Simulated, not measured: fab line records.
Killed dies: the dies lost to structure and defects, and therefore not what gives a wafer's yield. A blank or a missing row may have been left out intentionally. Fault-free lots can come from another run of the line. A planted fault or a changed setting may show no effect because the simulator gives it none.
Chamber matching ; flow n5-finfet ; 4 sister chambers for N5_ILD0_CMP_03 on cmp-04
The step polishes, stops on SiNx, t overpolish 1.9 s, target thk 197.38 nm. 4 wafers are shown with their chamber, then 7 later ones without.

== EACH WAFER AND ITS CHAMBER ==
wafer;chamber;time-to-endpoint-s (s)
L078.4;3;72
L086.3;1;65
L090.2;2;70
L090.4;0;73

== WAFERS WITH NO CHAMBER GIVEN ==
wafer;time-to-endpoint-s (s)
L090.6;79
L095.2;73
L095.5;76
L095.6;76
L097.2;68
L097.5;69
L097.6;75

== THE CHAMBER EACH PASSED THROUGH ==
wafer;from the rows above;in truth
L090.6;can't be placed: 0 or 3 or 2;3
L095.2;can't be placed: 0 or 3 or 2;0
L095.5;can't be placed: 0 or 3 or 2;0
L095.6;can't be placed: 0 or 3 or 2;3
L097.2;can't be placed: 2 or 1 or 3 or 0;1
L097.5;can't be placed: 2 or 3 or 0 or 1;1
L097.6;can't be placed: 0 or 3 or 2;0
Placed correctly: 0 of 7. From these rows, 7 cannot be placed; in 7 the true chamber is one of the candidates. Wrongly placed: 0.
How it was worked out, from the rows above alone: a wafer's distance from a chamber is the root of the sum, over the readings, of the square of ((its reading less the chamber's mean) divided by the reading's scatter). The wafer belongs to the nearest chamber; if the next one is less than 2 further off, it can't be placed. Each chamber's mean is taken over the wafers shown for it. The scatter (one wafer shown for each chamber): square how far every hidden wafer sits from the nearest shown wafer, average those squares and take the square root.
